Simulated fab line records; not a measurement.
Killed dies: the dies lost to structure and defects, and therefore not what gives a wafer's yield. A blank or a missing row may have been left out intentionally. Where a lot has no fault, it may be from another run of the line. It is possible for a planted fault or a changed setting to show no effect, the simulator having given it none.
Chamber matching / flow n5 finfet / N5_BEOL_M9_ETCH_61 on rie diel-01: 4 sister chambers
The step etches SiARC in CF4, target depth 39 nm, time 65 s. 4 wafers are shown with their chamber, then 7 later ones without.

== WAFERS PAIRED WITH THEIR CHAMBERS ==
wafer=L080.4; chamber=3; drypump motor current A (A)=6.4
wafer=L090.3; chamber=1; drypump motor current A (A)=5.2
wafer=L093.3; chamber=2; drypump motor current A (A)=6.1
wafer=L093.4; chamber=0; drypump motor current A (A)=4.7

== WAFERS MISSING THEIR CHAMBER ==
wafer=L093.6; drypump motor current A (A)=5.2
wafer=L092.1; drypump motor current A (A)=6.4
wafer=L092.2; drypump motor current A (A)=4.8
wafer=L092.3; drypump motor current A (A)=6.1
wafer=L096.2; drypump motor current A (A)=4.7
wafer=L096.4; drypump motor current A (A)=5.2
wafer=L096.6; drypump motor current A (A)=4.7

== WHICH CHAMBER EACH ONE RAN IN ==
wafer=L093.6; from the rows above=1; in truth=1
wafer=L092.1; from the rows above=3; in truth=3
wafer=L092.2; from the rows above=0; in truth=0
wafer=L092.3; from the rows above=2; in truth=2
wafer=L096.2; from the rows above=0; in truth=0
wafer=L096.4; from the rows above=1; in truth=1
wafer=L096.6; from the rows above=0; in truth=0
Placed correctly: 7 of 7. Not placeable from these rows: 0. 0 placed wrongly.
How it was worked out, from the rows above alone: a wafer's distance from a chamber is the root of the sum, over the readings, of the square of ((its reading less the chamber's mean) divided by the reading's scatter). If the next closest chamber is less than 2 further off than the closest, the wafer can't be placed; otherwise it belongs to the closest. For every chamber, the mean is computed from those of its wafers that are shown. The scatter (one wafer shown for each chamber): square how far every hidden wafer sits from the nearest shown wafer, average those squares and take the square root.
